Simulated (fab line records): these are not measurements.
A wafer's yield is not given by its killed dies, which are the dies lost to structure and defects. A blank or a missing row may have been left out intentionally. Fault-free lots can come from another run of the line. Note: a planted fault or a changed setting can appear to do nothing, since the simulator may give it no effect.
2 desks, one fault + flow nand harc + each desk has only its own numbers; what lay behind them comes last

THE DEFECT DESK
Inspection counts along the route, by lot: the mean over sampled wafers that carry a number. A lot is out of limits, marked OUT, if its mean lies more than 4 standard deviations from the usual mean; the brackets give that distance.
Columns: A = raw defect count at NHARC_A_SOURCE_PLATE_INSPECT_08, usual 62; B = raw defect count at NHARC_A_ONON_D1_INSPECT_32, usual 74
| lot  | first seen here | A  | B  |
|------|-----------------|----|----|
| L340 | day 7 14:13     | 35 | 42 |
| L341 | day 7 23:36     | 74 | 80 |
| L342 | day 7 23:36     | 92 | 98 |
| L343 | day 8 09:23     | 73 | 94 |
| L353 | day 10 15:01    | 42 | 54 |
| L351 | day 11 12:26    | 73 | 81 |
| L354 | day 11 12:26    | 67 | 76 |
| L355 | day 11 20:08    | 42 | 51 |
| L357 | day 11 20:08    | 70 | 75 |
| L356 | day 11 20:10    | 61 | 63 |
| L361 | day 12 20:29    | 71 | 81 |
| L363 | day 13 07:08    | 50 | 62 |
This desk found nothing out of limits on any of the 12 lots.

DESK OF THE TOOL OWNER: rie diel-12
The tool's own readings at NHARC_A_CHANNEL_HOLE_D1_ETCH_34 (etches the open film in CF4/CHF3, target depth 154 nm, time 77 s): means of the sampled wafers that have a number, for each lot that ran on this tool. A lot is out of limits, marked OUT, if its mean lies more than 4 standard deviations from the usual mean; the brackets give that distance.
Columns: A = cf4 flow sccm at NHARC_A_CHANNEL_HOLE_D1_ETCH_34, usual 100.0 sccm; B = drypump motor current A at NHARC_A_CHANNEL_HOLE_D1_ETCH_34, usual 5.59 A; C = oes product au at NHARC_A_CHANNEL_HOLE_D1_ETCH_34, usual 0.939 a.u.; D = rf vpp V at NHARC_A_CHANNEL_HOLE_D1_ETCH_34, usual 371.0 V; E = showerhead plenum p Torr at NHARC_A_CHANNEL_HOLE_D1_ETCH_34, usual 1.59 Torr; F = throttle valve pct at NHARC_A_CHANNEL_HOLE_D1_ETCH_34, usual 16.802 %
| lot  | first seen here | A     | B    | C               | D     | E    | F      |
|------|-----------------|-------|------|-----------------|-------|------|--------|
| L340 | day 8 07:00     | 100.0 | 5.64 | 0.978           | 369.7 | 1.56 | 16.804 |
| L342 | day 8 18:22     | 100.0 | 5.52 | 0.931           | 370.9 | 1.60 | 16.799 |
| L343 | day 9 03:56     | 100.2 | 5.84 | 0.936           | 369.2 | 1.56 | 16.804 |
| L353 | day 11 07:48    | 100.1 | 5.67 | 1.248 (+13) OUT | 371.1 | 1.58 | 16.795 |
| L351 | day 12 08:16    | 100.0 | 5.25 | 1.172 (+10) OUT | 371.1 | 1.59 | 16.806 |
This desk's verdict: out of limits on L351, L353, starting with L353 at day 11 07:48 (oes product au at NHARC_A_CHANNEL_HOLE_D1_ETCH_34). In limits: L340, L342, L343.

PUT TOGETHER
At day 11 07:48, on L351, L353, the tool owner's desk was in a position to raise an alarm.
No out-of-limits result turned up at the defect desk.
The defect desk has L351, L353 on record, within its limits.
All the named lots went through NHARC_A_CHANNEL_HOLE_D1_ETCH_34 on rie diel-12.

WHAT THE SIMULATOR PUT IN
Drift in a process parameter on rie diel-12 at NHARC_A_CHANNEL_HOLE_D1_ETCH_34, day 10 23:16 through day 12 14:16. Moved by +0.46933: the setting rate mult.
Lots struck among those shown: L351, L353.
Each desk's first reading out of limits, in hours after the fault started: the tool owner's desk, 9.
